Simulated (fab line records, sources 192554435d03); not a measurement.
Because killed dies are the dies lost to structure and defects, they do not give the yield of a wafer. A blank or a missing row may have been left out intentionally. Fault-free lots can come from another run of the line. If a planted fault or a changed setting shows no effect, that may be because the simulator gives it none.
Matching of chambers    flow n5Finfet    N5_GATE_CUT_HM_OPEN_40 on rieDiel-02 has 4 sister chambers
The step chemistry C4F6/O2, target SiO2, target depth 139 nm, time 85.1 s. 7 wafers are shown with their chamber, then 7 later ones without.

== EACH WAFER AND ITS CHAMBER ==
wafer   chamber  rfVppV (V)  showerheadPlenumPTorr (Torr)
L075.2  3        654         2.74
L077.3  3        654         2.73
L087.2  2        656         2.82
L087.3  0        683         2.85
L087.4  1        667         2.95
L090.1  0        682         2.85
L090.2  2        656         2.82

== WAFERS WITHOUT THEIR CHAMBER ==
wafer   rfVppV (V)  showerheadPlenumPTorr (Torr)
L090.4  668         2.94
L093.1  669         2.94
L093.2  655         2.72
L093.4  684         2.85
L097.2  656         2.81
L097.4  669         2.94
L097.6  668         2.94

== THE CHAMBER EACH PASSED THROUGH ==
wafer   from the rows above  in truth
L090.4  1                    1
L093.1  1                    1
L093.2  3                    3
L093.4  0                    0
L097.2  2                    2
L097.4  1                    1
L097.6  1                    1
Placed correctly: 7 of 7. Number that these rows cannot place: 0. Number placed wrongly: 0.
How it was worked out, from the rows above alone: a wafer's distance from a chamber is the root of the sum, over the readings, of the square of ((its reading less the chamber's mean) divided by the reading's scatter). If the next closest chamber is less than 2 further off than the closest, the wafer can't be placed; otherwise it belongs to the closest. The mean given for a chamber averages the wafers shown for that chamber. How the scatter is found: for the shown wafers, subtract from each reading the mean of its chamber, square and add these, divide the total by (wafers less chambers), then take the root.
